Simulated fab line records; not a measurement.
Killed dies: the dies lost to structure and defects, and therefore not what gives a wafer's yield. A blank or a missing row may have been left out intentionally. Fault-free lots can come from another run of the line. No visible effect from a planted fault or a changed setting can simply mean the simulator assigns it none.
Matching of chambers || flow nand harc || 3 sister chambers for NHARC_P_GATE_DEP_103 on pecvd-02
The step deposits SiON, target thk 30 nm. 6 wafers are shown with their chamber, then 7 later ones without.

## WAFERS PAIRED WITH THEIR CHAMBERS
{"wafer": "L082.5", "chamber": 2, "heater power w (W)": 617}
{"wafer": "L084.2", "chamber": 0, "heater power w (W)": 797}
{"wafer": "L084.4", "chamber": 2, "heater power w (W)": 658}
{"wafer": "L084.6", "chamber": 1, "heater power w (W)": 751}
{"wafer": "L086.1", "chamber": 1, "heater power w (W)": 683}
{"wafer": "L086.2", "chamber": 0, "heater power w (W)": 695}

## WAFERS WITH NO CHAMBER GIVEN
{"wafer": "L086.4", "heater power w (W)": 700}
{"wafer": "L094.1", "heater power w (W)": 849}
{"wafer": "L094.2", "heater power w (W)": 578}
{"wafer": "L094.3", "heater power w (W)": 750}
{"wafer": "L095.1", "heater power w (W)": 712}
{"wafer": "L095.4", "heater power w (W)": 870}
{"wafer": "L095.6", "heater power w (W)": 679}

## CHAMBER TAKEN BY EACH
{"wafer": "L086.4", "from the rows above": "can't be placed: 1 or 0 or 2", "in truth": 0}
{"wafer": "L094.1", "from the rows above": "can't be placed: 0 or 1", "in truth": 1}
{"wafer": "L094.2", "from the rows above": "can't be placed: 2 or 1", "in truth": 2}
{"wafer": "L094.3", "from the rows above": "can't be placed: 0 or 1", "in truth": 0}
{"wafer": "L095.1", "from the rows above": "can't be placed: 1 or 0 or 2", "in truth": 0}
{"wafer": "L095.4", "from the rows above": "can't be placed: 0 or 1", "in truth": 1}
{"wafer": "L095.6", "from the rows above": "can't be placed: 1 or 2 or 0", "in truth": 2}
Correct placement for 0 of the 7. Not placeable from these rows: 7 (in 7, the candidates include the true chamber). Wrongly placed: 0.
How it was worked out, from the rows above alone: a wafer's distance from a chamber is the root of the sum, over the readings, of the square of ((its reading less the chamber's mean) divided by the reading's scatter). The wafer belongs to the nearest chamber; if the next one is less than 2 further off, it can't be placed. For every chamber, the mean is computed from those of its wafers that are shown. The scatter is the square root of a quotient: the sum, over the shown wafers, of each reading's squared deviation from its chamber's mean, divided by wafers minus chambers.
